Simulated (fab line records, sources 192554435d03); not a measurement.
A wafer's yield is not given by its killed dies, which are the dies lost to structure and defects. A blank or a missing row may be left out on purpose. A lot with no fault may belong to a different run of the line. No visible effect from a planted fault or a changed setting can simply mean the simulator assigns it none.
Matching of chambers + flow n5 finfet + 4 sister chambers for N5_ILD0_ALD_15 on ald sin-02
The step deposits SiNx, target thk 24 nm, pulse time 1 s, ald cycles 480. 8 wafers are shown with their chamber, then 12 later ones without.

EACH WAFER AND ITS CHAMBER
| wafer  | chamber | heater power w (W) | precursor pulse height rel |
|--------|---------|--------------------|----------------------------|
| L081.1 | 1       | 882                | 1.024                      |
| L083.4 | 1       | 873                | 1.016                      |
| L086.5 | 2       | 757                | 0.989                      |
| L085.3 | 2       | 788                | 1.020                      |
| L085.5 | 3       | 746                | 1.008                      |
| L088.2 | 0       | 915                | 0.985                      |
| L088.3 | 3       | 731                | 0.987                      |
| L088.6 | 0       | 926                | 0.992                      |

WAFERS WITH NO CHAMBER GIVEN
| wafer  | heater power w (W) | precursor pulse height rel |
|--------|--------------------|----------------------------|
| L092.2 | 888                | 0.984                      |
| L092.4 | 934                | 0.987                      |
| L092.5 | 888                | 1.002                      |
| L093.2 | 739                | 0.992                      |
| L093.3 | 877                | 1.013                      |
| L093.4 | 787                | 0.964                      |
| L094.3 | 890                | 0.987                      |
| L094.4 | 929                | 1.003                      |
| L094.6 | 881                | 0.992                      |
| L096.2 | 863                | 0.999                      |
| L096.3 | 914                | 0.983                      |
| L096.5 | 873                | 0.998                      |

CHAMBER TAKEN BY EACH
| wafer  | from the rows above     | in truth |
|--------|-------------------------|----------|
| L092.2 | can't be placed: 0 or 1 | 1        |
| L092.4 | 0                       | 0        |
| L092.5 | can't be placed: 1 or 0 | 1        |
| L093.2 | 3                       | 3        |
| L093.3 | 1                       | 1        |
| L093.4 | can't be placed: 2 or 3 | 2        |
| L094.3 | can't be placed: 0 or 1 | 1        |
| L094.4 | 0                       | 0        |
| L094.6 | can't be placed: 1 or 0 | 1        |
| L096.2 | 1                       | 1        |
| L096.3 | 0                       | 0        |
| L096.5 | 1                       | 1        |
Correctly placed: 7 of 12. These rows do not allow placing 5 (true chamber among the candidates in 5). Number placed wrongly: 0.
How it was worked out, from the rows above alone: a wafer's distance from a chamber is the root of the sum, over the readings, of the square of ((its reading less the chamber's mean) divided by the reading's scatter). If the next closest chamber is less than 2 further off than the closest, the wafer can't be placed; otherwise it belongs to the closest. A chamber's mean is the mean of its shown wafers. The scatter: take each reading less its chamber's mean, square it, sum over the shown wafers, divide by the number of wafers less the number of chambers, and take the root.
